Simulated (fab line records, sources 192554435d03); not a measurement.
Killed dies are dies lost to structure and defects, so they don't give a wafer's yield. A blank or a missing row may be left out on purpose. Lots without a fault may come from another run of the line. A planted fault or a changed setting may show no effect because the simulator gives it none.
fab line records | flow n5_finfet
record lots=5 wafers=15 last_day=17
route steps=1938 shown MOL_CONTACT_COAG@610
lots that met no fault: from a run of the same line without faults
start_h: hours from the record's first day to the start of the lot's first wafer shown | wait_h: hours since the lot's step before | " the same as in the row above | L1.1+2: a row that stands for several wafers | - no value, or no start given | * or withheld: withheld | < > ~ a bound
route shown NAME@n: a module of which the file shows steps, and the number in the route of the first | usual: mean/standard deviation of fault-free wafers | same: alike in all rows | chamber/n: place in a boat | sites: the reading at each site | _std_site: their standard deviation | _edge_site: outer sites' mean less inner sites' | radius_mm: how far each site lies from the wafer's centre | mask NAME#n: copy n | behind: the tool/chamber that last shaped the wafer | hold: why the lot was held/for how many hours/how that ended | device: the transistor (n, p or np) that didn't switch | end of line: the same wafers' tests at the end of the route | a step without rows: its recipe alone | killed: dies lost to structure and defects at the first sort, not the wafer's yield | map: a wafer's dies, x killed, . not, _ none there
set.NAME: the setting as run; set.NAME@STEP: as run at that earlier step | model.NAME: the simulator's own value behind a step, which no gauge read
lots at some steps of the route; a table a step, a row a wafer
services: from which hour (start_h, from the record's first day; less than 0 if before it) a tool's chamber was out of use, for how many hours, and why
## steps
# step N5_MOL_CONTACT_COAG_ETCH_67
# recipe chemistry=N2/H2 target=SOC target_depth_a=600 overetch_a=210 mask_material=SiARC temp_c=40 time_s=101.2 ion_energy_ev=200 pressure_mtorr=30 source_w=840 bias_w=150 n2_flow_sccm=200 h2_flow_sccm=200
# usual drypump_motor_current_A=5.6/0.55 n2_flow_sccm=199.9/0.52 oes_product_au=0.69/0.073 rf_vpp_V=524.1/2.3 showerhead_plenum_p_Torr=2.55/0.077 throttle_valve_pct=17.78/0.23
# columns lot.wafer tool chamber start_h wait_h drypump_motor_current_A n2_flow_sccm oes_product_au rf_hours_counter_h rf_vpp_V showerhead_plenum_p_Torr throttle_valve_pct
L080.2 rie_diel-06 3 138.04 0.0 5.0 200.0 0.61 210 522.3 2.53 18.09
L080.3 " 1 " " 5.3 200.4 0.80 4 525.7 2.61 17.71
L080.5 " 2 " " 6.1 199.7 0.74 - 521.2 2.49 17.71
L081.1 rie_diel-04 2 140.45 0.0 5.1 199.2 0.77 29 524.0 2.58 17.49
L081.2 " 1 " " 5.5 200.7 0.61 186 524.5 2.53 17.99
L081.3 " 3 " " 5.5 199.5 0.67 99 525.8 2.56 17.84
L082.1 rie_diel-06 3 149.97 0.0 5.0 200.6 0.60 214 523.7 2.53 18.10
L082.4 " 0 " " 5.8 199.3 0.60 194 523.8 2.53 17.84
L082.5 " 3 " " 5.0 201.1 0.61 - 523.8 2.53 18.09
L086.1 rie_diel-06 0 176.80 0.0 5.8 200.8 0.59 203 523.3 2.52 17.85
L086.4 " 2 " " 6.1 200.0 0.71 - 521.0 2.48 17.74
L086.6 " 0 " " 5.8 200.8 0.60 - 523.6 2.52 17.84
L094.3 rie_diel-06 0 226.88 0.0 5.8 200.1 0.59 223 522.7 2.51 17.88
L094.4 " 1 " " 5.3 199.7 0.74 26 524.6 2.60 17.75
L094.5 " 1 " " 5.3 198.9 0.74 - 524.5 2.60 17.74
# step N5_MOL_CONTACT_COAG_STRIP_68
# recipe chemistry=N2/H2 temp_c=40 n2_flow_sccm=200 h2_flow_sccm=200 rf_frequency_hz=6e+07
# columns lot.wafer tool chamber start_h wait_h
L080.2+3+5 rie_diel-06 3,1,2 138.11 0.0
L081.1+2+3 rie_diel-04 2,1,3 140.52 0.0
L082.1+4+5 rie_diel-06 3,0,3 150.04 0.0
L086.1+4+6 rie_diel-06 0,2,0 176.87 0.0
L094.3+4+5 rie_diel-06 0,1,1 226.95 0.0
# step N5_MOL_CONTACT_COAG_STRIP_69
# recipe chemistry=N2/H2 temp_c=40 n2_flow_sccm=200 h2_flow_sccm=200 rf_frequency_hz=6e+07
# columns lot.wafer tool chamber start_h wait_h
L080.2+3+5 rie_diel-06 3,1,2 138.12 0.0
L081.1+2+3 rie_diel-04 2,1,3 140.53 0.0
L082.1+4+5 rie_diel-06 3,0,3 150.05 0.0
L086.1+4+6 rie_diel-06 0,2,0 176.88 0.0
L094.3+4+5 rie_diel-06 0,1,1 226.96 0.0
# step N5_MOL_CONTACT_COAG_ETCHBACK_136
# recipe chemistry=CHF3 target=SiO2 target_depth_a=250 time_s=16.7 ion_energy_ev=200 pressure_mtorr=30 source_w=610 bias_w=170 Ar_flow_sccm=200 CHF3_flow_sccm=50
# usual drypump_motor_current_A=5.6/0.54 oes_product_au=0.82/0.091 rf_vpp_V=522/5.3 showerhead_plenum_p_Torr=2.39/0.069 throttle_valve_pct=18.66/0.2
# columns lot.wafer tool chamber start_h wait_h drypump_motor_current_A oes_product_au rf_hours_counter_h rf_vpp_V showerhead_plenum_p_Torr throttle_valve_pct
L080.2 rie_diel-06 3 138.13 0.0 5.0 0.72 210 517 2.35 18.84
L080.3 " 1 " " 5.3 0.93 4 524 2.43 18.67
L080.5 " 2 " " 6.1 0.87 - 523 2.34 18.63
L081.1 rie_diel-04 2 140.54 0.0 5.1 0.93 29 523 2.43 18.42
L081.2 " 1 " " 5.5 0.72 186 519 2.36 18.81
L081.3 " 3 " " 5.5 0.81 99 530 2.41 18.73
L082.1 rie_diel-06 3 150.06 0.0 5.0 0.71 214 519 2.35 18.87
L082.4 " 0 " " 5.8 0.72 194 522 2.37 18.72
L082.5 " 3 " " 5.0 0.72 - 519 2.35 18.85
L086.1 rie_diel-06 0 176.89 0.0 5.8 0.71 204 521 2.36 18.74
L086.4 " 2 " " 6.1 0.85 - 523 2.33 18.64
L086.6 " 0 " " 5.8 0.71 - 521 2.36 18.75
L094.3 rie_diel-06 0 226.97 0.0 5.8 0.71 223 521 2.36 18.78
L094.4 " 1 " " 5.3 0.88 26 525 2.42 18.69
L094.5 " 1 " " 5.3 0.87 - 525 2.43 18.69
# step N5_MOL_CONTACT_COAG_STRIP_120
# recipe chemistry=CHF3 resist=SiARC rf_frequency_hz=6e+07
# columns lot.wafer tool chamber start_h wait_h
L080.2+3+5 rie_diel-06 3,1,2 138.16 0.0
L081.1+2+3 rie_diel-04 2,1,3 140.56 0.0
L082.1+4+5 rie_diel-06 3,0,3 150.08 0.0
L086.1+4+6 rie_diel-06 0,2,0 176.92 0.0
L094.3+4+5 rie_diel-06 0,1,1 226.99 0.0
# step N5_MOL_CONTACT_COAG_VIA_ETCH_117
# recipe chemistry=C4F6/O2 target_depth_a=400 overetch_a=80 mask_material=SOC target=SiO2 bias_w=455 pressure_mtorr=10 time_s=26 source_w=325 Ar_flow_sccm=300 C4F6_flow_sccm=10 O2_flow_sccm=10 ion_energy_ev=575.3 ends=end_point
# usual drypump_motor_current_A=5.6/0.54 oes_product_au=0.73/0.075 rf_vpp_V=1582/15 showerhead_plenum_p_Torr=2.85/0.081 throttle_valve_pct=40.99/0.22
# columns lot.wafer tool chamber start_h wait_h drypump_motor_current_A oes_product_au rf_hours_counter_h rf_vpp_V showerhead_plenum_p_Torr throttle_valve_pct
L080.2 rie_diel-06 3 138.17 0.0 5.0 0.65 210 1569 2.81 41.09
L080.3 " 1 " " 5.3 0.84 4 1589 2.90 41.04
L080.5 " 2 " " 6.1 0.79 - 1582 2.79 41.05
L081.1 rie_diel-04 2 140.57 0.0 5.1 0.81 29 1586 2.90 41.02
L081.2 " 1 " " 5.5 0.65 186 1573 2.81 41.26
L081.3 " 3 " " 5.5 0.71 99 1603 2.87 41.15
L082.1 rie_diel-06 3 150.09 0.0 5.0 0.65 214 1570 2.81 41.11
L082.4 " 0 " " 5.8 0.65 194 1578 2.82 40.78
L082.5 " 3 " " 5.0 0.66 - 1570 2.81 41.07
L086.1 rie_diel-06 0 176.93 0.0 5.8 0.64 204 1578 2.82 40.78
L086.4 " 2 " " 6.1 0.77 - 1585 2.78 41.04
L086.6 " 0 " " 5.8 0.64 - 1577 2.82 40.78
L094.3 rie_diel-06 0 227.00 0.0 5.8 0.62 223 1577 2.81 40.81
L094.4 " 1 " " 5.3 0.79 26 1587 2.89 41.05
L094.5 " 1 " " 5.3 0.80 - 1588 2.89 41.05
# step N5_MOL_CONTACT_COAG_ETCH_124
# recipe chemistry=CH3F/O2 target=SiNx target_depth_a=65 mask_material=SOC stop_on=SiOC over_etch_frac=0.3 ion_energy_ev=120 pressure_mtorr=30 source_w=395 bias_w=73 Ar_flow_sccm=150 CH3F_flow_sccm=30 O2_flow_sccm=20 ends=end_point
# usual drypump_motor_current_A=5.6/0.54 oes_product_au=0.70/0.074 rf_vpp_V=296.5/3 showerhead_plenum_p_Torr=2.01/0.06 throttle_valve_pct=16.25/0.21
# same over_etch_frac=0.3
# columns lot.wafer tool chamber start_h wait_h drypump_motor_current_A oes_product_au rf_hours_counter_h rf_vpp_V showerhead_plenum_p_Torr throttle_valve_pct
L080.2 rie_diel-06 3 138.19 0.0 5.0 0.63 210 295.8 1.98 16.49
L080.3 " 1 " " 5.3 0.80 4 297.2 2.05 16.24
L080.5 " 2 " " 6.1 0.75 - 295.5 1.96 16.20
L081.1 rie_diel-04 2 140.60 0.0 5.1 0.78 29 297.5 2.04 16.00
L081.2 " 1 " " 5.5 0.62 186 293.8 1.98 16.42
L081.3 " 3 " " 5.5 0.68 99 299.8 2.02 16.32
L082.1 rie_diel-06 3 150.12 0.0 5.0 0.62 214 294.3 1.98 16.49
L082.4 " 0 " " 5.8 0.61 194 295.8 1.99 16.33
L082.5 " 3 " " 5.0 0.62 - 294.1 1.98 16.49
L086.1 rie_diel-06 0 176.95 0.0 5.8 0.61 204 295.7 1.98 16.35
L086.4 " 2 " " 6.1 0.73 - 298.7 1.96 16.22
L086.6 " 0 " " 5.8 0.61 - 294.6 1.98 16.35
L094.3 rie_diel-06 0 227.03 0.0 5.8 0.59 223 295.2 1.98 16.39
L094.4 " 1 " " 5.3 0.75 26 296.6 2.04 16.27
L094.5 " 1 " " 5.3 0.76 - 296.9 2.04 16.26
## services
# columns tool chamber start_h hours kind
rie_diel-06 - 153.59 1.2 repair
rie_diel-06 1 175.24 16.7 repair
## key
fault none
